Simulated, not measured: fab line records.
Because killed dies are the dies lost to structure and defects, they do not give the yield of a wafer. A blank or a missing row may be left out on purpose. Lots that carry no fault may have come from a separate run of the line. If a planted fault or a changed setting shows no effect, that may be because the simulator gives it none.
Which tool is to blame? + flow nand harc + Sampling: 6 lots, 18 wafers, 5 of 1302 route steps

## WHAT THE GAUGES READ, wafer by wafer
NHARC_A_ONON_D2_THK_MEAS_05: measures by ellipsometry.
| lot  | measured     | on            | thk nm (nm)    |
|------|--------------|---------------|----------------|
| L142 | day 12 17:08 | film metro-02 | 988 988 987    |
| L144 | day 13 21:51 | film metro-02 | 997 994 996    |
| L146 | day 14 14:46 | film metro-01 | 1005 1005 1004 |
| L149 | day 15 21:38 | film metro-01 | 1015 1014 1015 |
| L157 | day 19 10:29 | film metro-01 | 1581 1580 1584 |
| L162 | day 21 05:40 | film metro-02 | 992 992 992    |

## TOOL THAT RAN EACH LOT (tool first, then ch and the chambers of the sampled wafers, then the start)
| lot  | NHARC_A_CHANNEL_FILL_D1_ETCHBACK_19 | NHARC_A_DECK1_JOINT_ETCHBACK_07  | NHARC_A_DECK1_JOINT_CMP_02    | NHARC_A_ONON_D2_DEP_03           |
|------|-------------------------------------|----------------------------------|-------------------------------|----------------------------------|
| L142 | rie si-03 ch 0,2,3, day 10 01:10    | rie si-02 ch 0,1,3, day 11 02:10 | cmp-04 ch 0,2,3, day 12 15:19 | pecvd onon-02 ch 0, day 12 16:38 |
| L144 | rie si-05 ch 1,2, day 11 07:29      | rie si-01 ch 0,1, day 12 08:11   | cmp-02 ch 1,2,3, day 13 20:03 | pecvd onon-01 ch 0, day 13 21:20 |
| L146 | rie si-03 ch 0,2,3, day 12 04:25    | rie si-01 ch 2,3, day 13 04:04   | cmp-03 ch 0,3, day 14 12:55   | pecvd onon-04 ch 0, day 14 14:18 |
| L149 | rie si-05 ch 0,3, day 13 10:38      | rie si-02 ch 0,2,3, day 14 10:43 | cmp-03 ch 0,3, day 15 19:48   | pecvd onon-02 ch 0, day 15 21:12 |
| L157 | rie si-03 ch 0,1,2, day 16 21:25    | rie si-06 ch 2,3, day 17 21:15   | cmp-04 ch 0,1, day 19 08:31   | pecvd onon-02 ch 0, day 19 09:58 |
| L162 | rie si-04 ch 0,1, day 18 17:10      | rie si-01 ch 0,2,3, day 19 17:26 | cmp-02 ch 2,3, day 21 03:50   | pecvd onon-01 ch 0, day 21 05:16 |
- NHARC_A_CHANNEL_FILL_D1_ETCHBACK_19: etches the open film in HBr/Cl2, target depth 5 nm, time 1.7 s.
- NHARC_A_DECK1_JOINT_ETCHBACK_07: etches the open film in HBr, target depth 105 nm, time 26.9 s.
- NHARC_A_DECK1_JOINT_CMP_02: polishes SiOx.
- NHARC_A_ONON_D2_DEP_03: target thk 1000 nm.

## THE ANSWER, worked out from the rows above alone
Rule: what is usual is taken from the lots themselves. Put in order of their means at a reading, lots are off if they are a third of the lots or fewer, leave a main group of 4 or more, and stand apart from it by a gap of 3 or more times the standard deviation of the main group's means; of several such gaps the widest counts. A main group whose means are all the same, to the digits that the tables above print for the reading, isn't used. A lot without any number at a reading at which 4 lots or more have one is off too. All remaining lots with rows at the step are treated as sound.
Off at NHARC_A_ONON_D2_THK_MEAS_05 (thk nm): L157. Mean 999 nm and standard deviation 9.7 in the main group.
A tool fits if, at a process step before that reading, it ran every lot that is off, and no sound lot after the first of them. Those tools and the gauges at NHARC_A_ONON_D2_THK_MEAS_05 are tried in the same way. Can't be told from this: 5 tools fit, rie si-03 at NHARC_A_CHANNEL_FILL_D1_ETCHBACK_19, rie si-06 at NHARC_A_DECK1_JOINT_ETCHBACK_07, cmp-04 at NHARC_A_DECK1_JOINT_CMP_02, pecvd onon-02 at NHARC_A_ONON_D2_DEP_03, film metro-01 at NHARC_A_ONON_D2_THK_MEAS_05.

## WHAT THE SIMULATOR HAD PUT IN
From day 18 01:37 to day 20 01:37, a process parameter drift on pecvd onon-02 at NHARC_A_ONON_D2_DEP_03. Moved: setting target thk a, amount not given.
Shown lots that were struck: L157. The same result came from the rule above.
